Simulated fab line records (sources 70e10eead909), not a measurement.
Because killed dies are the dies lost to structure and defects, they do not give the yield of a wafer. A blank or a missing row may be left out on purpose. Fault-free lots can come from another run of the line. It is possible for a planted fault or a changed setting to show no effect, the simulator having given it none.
The tool behind it: which one? :: flow nand_harc :: 30 wafers from 10 lots sampled at 6 of the route's 1159 steps

== WHAT EACH GAUGE READ, for each wafer ==
NHARC_END_SORT_01. Usual: killed_at_array 27, standard deviation 9.9; killed_at_other 0.6, standard deviation 0.84; killed_at_periphery 3.7, standard deviation 2.5; killed_dies 31, standard deviation 9.9; killed_open 3.0, standard deviation 1.6; killed_short 1.9, standard deviation 1.2.
lot: L472
measured: day 24 00:08
on: prober-01
killed_at_array: 32 32
killed_at_other: 0 0
killed_at_periphery: 1 4
killed_dies: 33 36
killed_open: 0 6
killed_short: 1 1
flag: 

== WHICH TOOL RAN EACH LOT (tool, then ch and the chambers of the sampled wafers, then the start) ==
lot: L455
NHARC_A_CHANNEL_HOLE_D1_ETCH_22: har_etch-02 ch 0,1, day 8 08:58
NHARC_A_CHANNEL_HOLE_D1_ETCH_25: har_etch-02 ch 0,1, day 8 11:00
NHARC_A_CHANNEL_HOLE_D1_ETCH_44: rie_diel-09 ch 1,2,3, day 8 12:52
NHARC_A_CHANNEL_HOLE_D1_XSEM_31: xsem-01 ch 0, day 8 13:44
NHARC_A_CHANNEL_FILL_D1_ALD_03: ald_sin_batch-02 ch 0, no start

lot: L454
NHARC_A_CHANNEL_HOLE_D1_ETCH_22: har_etch-01 ch 0,1, day 8 10:50
NHARC_A_CHANNEL_HOLE_D1_ETCH_25: har_etch-01 ch 0,1, day 8 12:58
NHARC_A_CHANNEL_HOLE_D1_ETCH_44: rie_diel-13 ch 0,2, day 8 14:30
NHARC_A_CHANNEL_HOLE_D1_XSEM_31: xsem-02 ch 0, day 8 15:23
NHARC_A_CHANNEL_FILL_D1_ALD_03: ald_sin_batch-02 ch 0, no start

lot: L457
NHARC_A_CHANNEL_HOLE_D1_ETCH_22: har_etch-02 ch 0,1, day 8 16:26
NHARC_A_CHANNEL_HOLE_D1_ETCH_25: har_etch-02 ch 0,1, day 8 18:31
NHARC_A_CHANNEL_HOLE_D1_ETCH_44: rie_diel-11 ch 0,2, day 8 20:13
NHARC_A_CHANNEL_HOLE_D1_XSEM_31: xsem-01 ch 0, day 8 21:07
NHARC_A_CHANNEL_FILL_D1_ALD_03: ald_sin_batch-01 ch 0, no start

lot: L456
NHARC_A_CHANNEL_HOLE_D1_ETCH_22: har_etch-02 ch 0,1, day 9 03:19
NHARC_A_CHANNEL_HOLE_D1_ETCH_25: har_etch-02 ch 0,1, day 9 05:23
NHARC_A_CHANNEL_HOLE_D1_ETCH_44: rie_diel-11 ch 0,1,3, day 9 07:05
NHARC_A_CHANNEL_HOLE_D1_XSEM_31: xsem-02 ch 0, day 9 07:58
NHARC_A_CHANNEL_FILL_D1_ALD_03: ald_sin_batch-01 ch 0, no start

lot: L460
NHARC_A_CHANNEL_HOLE_D1_ETCH_22: har_etch-02 ch 0,1, day 9 12:39
NHARC_A_CHANNEL_HOLE_D1_ETCH_25: har_etch-02 ch 0,1, day 9 14:44
NHARC_A_CHANNEL_HOLE_D1_ETCH_44: rie_diel-13 ch 0,3, day 9 16:25
NHARC_A_CHANNEL_HOLE_D1_XSEM_31: xsem-02 ch 0, day 9 17:19
NHARC_A_CHANNEL_FILL_D1_ALD_03: ald_sin_batch-03 ch 0, no start

lot: L464
NHARC_A_CHANNEL_HOLE_D1_ETCH_22: har_etch-01 ch 0,1, day 10 21:13
NHARC_A_CHANNEL_HOLE_D1_ETCH_25: har_etch-01 ch 0,1, day 10 23:14
NHARC_A_CHANNEL_HOLE_D1_ETCH_44: rie_diel-09 ch 0,2, day 11 01:05
NHARC_A_CHANNEL_HOLE_D1_XSEM_31: xsem-01 ch 0, day 11 01:57
NHARC_A_CHANNEL_FILL_D1_ALD_03: ald_sin_batch-02 ch 0, no start

lot: L469
NHARC_A_CHANNEL_HOLE_D1_ETCH_22: har_etch-02 ch 1, day 12 04:07
NHARC_A_CHANNEL_HOLE_D1_ETCH_25: har_etch-02 ch 1, day 12 06:10
NHARC_A_CHANNEL_HOLE_D1_ETCH_44: rie_diel-09 ch 1,3, day 12 08:02
NHARC_A_CHANNEL_HOLE_D1_XSEM_31: xsem-01 ch 0, day 12 09:02
NHARC_A_CHANNEL_FILL_D1_ALD_03: ald_sin_batch-01 ch 0, no start

lot: L472
NHARC_A_CHANNEL_HOLE_D1_ETCH_22: har_etch-02 ch 1, day 12 22:27
NHARC_A_CHANNEL_HOLE_D1_ETCH_25: har_etch-02 ch 1, day 13 00:29
NHARC_A_CHANNEL_HOLE_D1_ETCH_44: rie_diel-09 ch 0,2,3, day 13 02:19
NHARC_A_CHANNEL_HOLE_D1_XSEM_31: xsem-01 ch 0, day 13 03:12
NHARC_A_CHANNEL_FILL_D1_ALD_03: ald_sin_batch-03 ch 0, day 24 00:08 or earlier

lot: L473
NHARC_A_CHANNEL_HOLE_D1_ETCH_22: har_etch-02 ch 0,1, day 13 07:40
NHARC_A_CHANNEL_HOLE_D1_ETCH_25: har_etch-02 ch 0,1, day 13 09:41
NHARC_A_CHANNEL_HOLE_D1_ETCH_44: rie_diel-11 ch 0,1,3, day 13 11:30
NHARC_A_CHANNEL_HOLE_D1_XSEM_31: xsem-01 ch 0, day 13 12:25
NHARC_A_CHANNEL_FILL_D1_ALD_03: ald_sin_batch-02 ch 0, no start

lot: L476
NHARC_A_CHANNEL_HOLE_D1_ETCH_22: har_etch-02 ch 0,1, day 13 18:40
NHARC_A_CHANNEL_HOLE_D1_ETCH_25: har_etch-02 ch 0,1, day 13 20:41
NHARC_A_CHANNEL_HOLE_D1_ETCH_44: rie_diel-11 ch 1,2, day 13 22:31
NHARC_A_CHANNEL_HOLE_D1_XSEM_31: xsem-01 ch 0, day 13 23:23
NHARC_A_CHANNEL_FILL_D1_ALD_03: ald_sin_batch-02 ch 0, no start
- NHARC_A_CHANNEL_HOLE_D1_ETCH_22: etches the open film in C4F8/O2/Ar, time 666.7 s, target depth 1600 nm.
- NHARC_A_CHANNEL_HOLE_D1_ETCH_25: etches the open film in C4F8/O2/Ar, time 1040.2 s, target depth 1500 nm.
- NHARC_A_CHANNEL_HOLE_D1_ETCH_44: etches the open film in CF4/O2, target depth 140 nm, overetch 14 nm, time 77 s.
- NHARC_A_CHANNEL_HOLE_D1_XSEM_31
- NHARC_A_CHANNEL_FILL_D1_ALD_03: deposits SiNx, target thk 6 nm, pulse time 60 s, ald cycles 58.

== AS READ BY THE TOOLS THEMSELVES (means over the sampled wafers that have a number; for cases with no such wafer, the mark the record gives instead) ==
NHARC_A_CHANNEL_HOLE_D1_ETCH_22. Usual: chamber_pressure_mTorr 19.999 mTorr, standard deviation 0.02; drypump_motor_current_A 5.7 A, standard deviation 0.45; o2_flow_sccm 35.69 sccm, standard deviation 0.12; showerhead_plenum_p_Torr 3.67 Torr, standard deviation 0.074; throttle_valve_pct 32.154 %, standard deviation 0.0088.
lot: L455
tool: har_etch-02
chamber_pressure_mTorr (mTorr): 20.011
drypump_motor_current_A (A): 5.4
o2_flow_sccm (sccm): 35.75
showerhead_plenum_p_Torr (Torr): 3.63
throttle_valve_pct (%): 32.161
flag: 

lot: L454
tool: har_etch-01
chamber_pressure_mTorr (mTorr): 19.975
drypump_motor_current_A (A): 5.8
o2_flow_sccm (sccm): 35.69
showerhead_plenum_p_Torr (Torr): 3.71
throttle_valve_pct (%): 32.153
flag: 

lot: L457
tool: har_etch-02
chamber_pressure_mTorr (mTorr): 19.997
drypump_motor_current_A (A): 5.4
o2_flow_sccm (sccm): 35.53
showerhead_plenum_p_Torr (Torr): 3.63
throttle_valve_pct (%): 32.153
flag: 

lot: L456
tool: har_etch-02
chamber_pressure_mTorr (mTorr): 19.990
drypump_motor_current_A (A): 5.4
o2_flow_sccm (sccm): 35.69
showerhead_plenum_p_Torr (Torr): 3.63
throttle_valve_pct (%): 32.159
flag: 

lot: L460
tool: har_etch-02
chamber_pressure_mTorr (mTorr): 19.995
drypump_motor_current_A (A): 5.8
o2_flow_sccm (sccm): 35.72
showerhead_plenum_p_Torr (Torr): 3.69
throttle_valve_pct (%): 32.155
flag: 

lot: L464
tool: har_etch-01
chamber_pressure_mTorr (mTorr): 20.004
drypump_motor_current_A (A): 5.8
o2_flow_sccm (sccm): 35.70
showerhead_plenum_p_Torr (Torr): 3.70
throttle_valve_pct (%): 32.159
flag: 

lot: L469
tool: har_etch-02
chamber_pressure_mTorr (mTorr): 19.988
drypump_motor_current_A (A): 6.2
o2_flow_sccm (sccm): 35.72
showerhead_plenum_p_Torr (Torr): 3.74
throttle_valve_pct (%): 32.147
flag: 

lot: L472
tool: har_etch-02
chamber_pressure_mTorr (mTorr): 19.970
drypump_motor_current_A (A): 6.2
o2_flow_sccm (sccm): 35.60
showerhead_plenum_p_Torr (Torr): 3.73
throttle_valve_pct (%): 32.147
flag: 

lot: L473
tool: har_etch-02
chamber_pressure_mTorr (mTorr): 19.988
drypump_motor_current_A (A): 5.4
o2_flow_sccm (sccm): 35.65
showerhead_plenum_p_Torr (Torr): 3.60
throttle_valve_pct (%): 32.146
flag: 

lot: L476
tool: har_etch-02
chamber_pressure_mTorr (mTorr): 20.005
drypump_motor_current_A (A): 5.8
o2_flow_sccm (sccm): 35.76
showerhead_plenum_p_Torr (Torr): 3.67
throttle_valve_pct (%): 32.157
flag: 

NHARC_A_CHANNEL_HOLE_D1_ETCH_25. Usual: chamber_pressure_mTorr 20.001 mTorr, standard deviation 0.019; drypump_motor_current_A 5.7 A, standard deviation 0.45; o2_flow_sccm 31.20 sccm, standard deviation 0.099; showerhead_plenum_p_Torr 3.66 Torr, standard deviation 0.074; throttle_valve_pct 32.235 %, standard deviation 0.0092.
lot: L455
tool: har_etch-02
chamber_pressure_mTorr (mTorr): 20.020
drypump_motor_current_A (A): 5.4
o2_flow_sccm (sccm): 31.14
showerhead_plenum_p_Torr (Torr): 3.63
throttle_valve_pct (%): 32.235
flag: 

lot: L454
tool: har_etch-01
chamber_pressure_mTorr (mTorr): 20.003
drypump_motor_current_A (A): 5.8
o2_flow_sccm (sccm): 31.27
showerhead_plenum_p_Torr (Torr): 3.71
throttle_valve_pct (%): 32.232
flag: 

lot: L457
tool: har_etch-02
chamber_pressure_mTorr (mTorr): 20.000
drypump_motor_current_A (A): 5.4
o2_flow_sccm (sccm): 31.28
showerhead_plenum_p_Torr (Torr): 3.62
throttle_valve_pct (%): 32.238
flag: 

lot: L456
tool: har_etch-02
chamber_pressure_mTorr (mTorr): 19.989
drypump_motor_current_A (A): 5.4
o2_flow_sccm (sccm): 31.20
showerhead_plenum_p_Torr (Torr): 3.62
throttle_valve_pct (%): 32.235
flag: 

lot: L460
tool: har_etch-02
chamber_pressure_mTorr (mTorr): 20.016
drypump_motor_current_A (A): 5.8
o2_flow_sccm (sccm): 31.17
showerhead_plenum_p_Torr (Torr): 3.69
throttle_valve_pct (%): 32.238
flag: 

lot: L464
tool: har_etch-01
chamber_pressure_mTorr (mTorr): 20.010
drypump_motor_current_A (A): 5.8
o2_flow_sccm (sccm): 31.26
showerhead_plenum_p_Torr (Torr): 3.70
throttle_valve_pct (%): 32.239
flag: 

lot: L469
tool: har_etch-02
chamber_pressure_mTorr (mTorr): 19.975
drypump_motor_current_A (A): 6.2
o2_flow_sccm (sccm): 31.20
showerhead_plenum_p_Torr (Torr): 3.73
throttle_valve_pct (%): 32.242
flag: 

lot: L472
tool: har_etch-02
chamber_pressure_mTorr (mTorr): 19.994
drypump_motor_current_A (A): 6.2
o2_flow_sccm (sccm): 31.38
showerhead_plenum_p_Torr (Torr): 3.73
throttle_valve_pct (%): 32.231
flag: 

lot: L473
tool: har_etch-02
chamber_pressure_mTorr (mTorr): 19.983
drypump_motor_current_A (A): 5.4
o2_flow_sccm (sccm): 31.14
showerhead_plenum_p_Torr (Torr): 3.60
throttle_valve_pct (%): 32.232
flag: 

lot: L476
tool: har_etch-02
chamber_pressure_mTorr (mTorr): 19.998
drypump_motor_current_A (A): 5.8
o2_flow_sccm (sccm): 31.08
showerhead_plenum_p_Torr (Torr): 3.66
throttle_valve_pct (%): 32.231
flag: 

NHARC_A_CHANNEL_HOLE_D1_ETCH_44. Usual: value, then standard deviation, for each; chamber_pressure_mTorr 30.001 mTorr / 0.027; drypump_motor_current_A 5.5 A / 0.47; o2_flow_sccm 20.00 sccm / 0.055; oes_product_au 0.996 a.u. / 0.011; rf_vpp_V 197.8 V / 1.6; showerhead_plenum_p_Torr 1.33 Torr / 0.066; throttle_valve_pct 13.399 % / 0.0093.
lot: L455
tool: rie_diel-09
chamber_pressure_mTorr (mTorr): 29.990
drypump_motor_current_A (A): 5.7
o2_flow_sccm (sccm): 19.96
oes_product_au (a.u.): 0.986
rf_vpp_V (V): 198.5
showerhead_plenum_p_Torr (Torr): 1.37
throttle_valve_pct (%): 13.409
flag: 

lot: L454
tool: rie_diel-13
chamber_pressure_mTorr (mTorr): 30.000
drypump_motor_current_A (A): 5.6
o2_flow_sccm (sccm): 20.04
oes_product_au (a.u.): 0.996
rf_vpp_V (V): 200.1
showerhead_plenum_p_Torr (Torr): 1.40
throttle_valve_pct (%): 13.396
flag: 

lot: L457
tool: rie_diel-11
chamber_pressure_mTorr (mTorr): 30.003
drypump_motor_current_A (A): 5.3
o2_flow_sccm (sccm): 19.96
oes_product_au (a.u.): 0.998
rf_vpp_V (V): 197.6
showerhead_plenum_p_Torr (Torr): 1.32
throttle_valve_pct (%): 13.404
flag: 

lot: L456
tool: rie_diel-11
chamber_pressure_mTorr (mTorr): 29.998
drypump_motor_current_A (A): 5.2
o2_flow_sccm (sccm): 19.98
oes_product_au (a.u.): 0.989
rf_vpp_V (V): 197.1
showerhead_plenum_p_Torr (Torr): 1.33
throttle_valve_pct (%): 13.398
flag: 

lot: L460
tool: rie_diel-13
chamber_pressure_mTorr (mTorr): 29.989
drypump_motor_current_A (A): 5.5
o2_flow_sccm (sccm): 20.00
oes_product_au (a.u.): 1.001
rf_vpp_V (V): 198.5
showerhead_plenum_p_Torr (Torr): 1.35
throttle_valve_pct (%): 13.393
flag: 

lot: L464
tool: rie_diel-09
chamber_pressure_mTorr (mTorr): 29.983
drypump_motor_current_A (A): 5.6
o2_flow_sccm (sccm): 20.03
oes_product_au (a.u.): 1.001
rf_vpp_V (V): 199.0
showerhead_plenum_p_Torr (Torr): 1.36
throttle_valve_pct (%): 13.395
flag: 

lot: L469
tool: rie_diel-09
chamber_pressure_mTorr (mTorr): 30.001
drypump_motor_current_A (A): 6.1
o2_flow_sccm (sccm): 20.03
oes_product_au (a.u.): 0.998
rf_vpp_V (V): 197.9
showerhead_plenum_p_Torr (Torr): 1.37
throttle_valve_pct (%): 13.399
flag: 

lot: L472
tool: rie_diel-09
chamber_pressure_mTorr (mTorr): 30.014
drypump_motor_current_A (A): 5.7
o2_flow_sccm (sccm): 19.98
oes_product_au (a.u.): 1.010
rf_vpp_V (V): 197.8
showerhead_plenum_p_Torr (Torr): 1.32
throttle_valve_pct (%): 13.403
flag: 

lot: L473
tool: rie_diel-11
chamber_pressure_mTorr (mTorr): 29.988
drypump_motor_current_A (A): 5.2
o2_flow_sccm (sccm): 19.97
oes_product_au (a.u.): 0.999
rf_vpp_V (V): 198.5
showerhead_plenum_p_Torr (Torr): 1.33
throttle_valve_pct (%): 13.397
flag: 

lot: L476
tool: rie_diel-11
chamber_pressure_mTorr (mTorr): 30.015
drypump_motor_current_A (A): 5.1
o2_flow_sccm (sccm): 19.96
oes_product_au (a.u.): 0.993
rf_vpp_V (V): 196.7
showerhead_plenum_p_Torr (Torr): 1.27
throttle_valve_pct (%): 13.399
flag: 

NHARC_A_CHANNEL_HOLE_D1_XSEM_31. Usual: bot_cd_nm 74.4 nm, standard deviation 1.4; bow_nm 8.72 nm, standard deviation 0.26; tilt_deg 0.09 degrees, standard deviation 0.037.
lot: L455
tool: xsem-01
bot_cd_nm (nm): 76.0
bow_nm (nm): 9.11
tilt_deg (degrees): 0.07
flag: 

lot: L454
tool: xsem-02
bot_cd_nm (nm): 73.1
bow_nm (nm): 8.98
tilt_deg (degrees): 0.03
flag: 

lot: L457
tool: xsem-01
bot_cd_nm (nm): 76.1
bow_nm (nm): 8.30
tilt_deg (degrees): 0.05
flag: 

lot: L456
tool: xsem-02
bot_cd_nm (nm): 72.9
bow_nm (nm): 8.46
tilt_deg (degrees): 0.07
flag: 

lot: L460
tool: xsem-02
bot_cd_nm (nm): 73.0
bow_nm (nm): 8.73
tilt_deg (degrees): 0.05
flag: 

lot: L464
tool: xsem-01
bot_cd_nm (nm): 75.3
bow_nm (nm): 8.27
tilt_deg (degrees): 0.07
flag: 

lot: L469
tool: xsem-01
bot_cd_nm (nm): 73.9
bow_nm (nm): 9.05
tilt_deg (degrees): 0.13
flag: 

lot: L472
tool: xsem-01
bot_cd_nm (nm): 74.7
bow_nm (nm): 8.52
tilt_deg (degrees): 0.09
flag: 

lot: L473
tool: xsem-01
bot_cd_nm (nm): 75.1
bow_nm (nm): 8.86
tilt_deg (degrees): 0.05
flag: 

lot: L476
tool: xsem-01
bot_cd_nm (nm): 75.1
bow_nm (nm): 8.96
tilt_deg (degrees): 0.08
flag: 

NHARC_A_CHANNEL_FILL_D1_ALD_03. Usual: chamber_pressure_Torr 1.999 Torr, standard deviation 0.0048; precursor_pulse_height_rel 1.000, standard deviation 0.019.
lot: L455
tool: ald_sin_batch-02
chamber_pressure_Torr (Torr): 1.993
precursor_pulse_height_rel: 1.012
flag: 

lot: L454
tool: ald_sin_batch-02
chamber_pressure_Torr (Torr): 1.999
precursor_pulse_height_rel: 1.002
flag: 

lot: L457
tool: ald_sin_batch-01
chamber_pressure_Torr (Torr): 1.999
precursor_pulse_height_rel: 1.010
flag: 

lot: L456
tool: ald_sin_batch-01
chamber_pressure_Torr (Torr): 2.000
precursor_pulse_height_rel: 1.010
flag: 

lot: L460
tool: ald_sin_batch-03
chamber_pressure_Torr (Torr): 1.995
precursor_pulse_height_rel: 1.006
flag: 

lot: L464
tool: ald_sin_batch-02
chamber_pressure_Torr (Torr): 2.004
precursor_pulse_height_rel: 1.000
flag: 

lot: L469
tool: ald_sin_batch-01
chamber_pressure_Torr (Torr): 1.992
precursor_pulse_height_rel: 1.018
flag: 

lot: L472
tool: ald_sin_batch-03
chamber_pressure_Torr (Torr): 2.007
precursor_pulse_height_rel: 0.996
flag: 

lot: L473
tool: ald_sin_batch-02
chamber_pressure_Torr (Torr): 1.999
precursor_pulse_height_rel: 0.993
flag: 

lot: L476
tool: ald_sin_batch-02
chamber_pressure_Torr (Torr): 2.002
precursor_pulse_height_rel: 0.990
flag: 

== THE ANSWER, worked out from the rows above alone ==
Rule: a lot is off if the mean of its wafers that have a number lies more than 3 standard deviations from the usual mean. Also off: a lot with no number at a reading for which 4 or more lots have one. Any other lot the step has rows for is counted as sound. Order of review: gauges by route order, followed by the tools' own readings, for which a lot's mean as printed above is used. At the first step where some lot is off, the reading lying furthest off is the one used; lots without a number count as furthest.
None of the lots is off at any reading shown; this tells nothing.

== WHAT THE SIMULATOR PUT IN ==
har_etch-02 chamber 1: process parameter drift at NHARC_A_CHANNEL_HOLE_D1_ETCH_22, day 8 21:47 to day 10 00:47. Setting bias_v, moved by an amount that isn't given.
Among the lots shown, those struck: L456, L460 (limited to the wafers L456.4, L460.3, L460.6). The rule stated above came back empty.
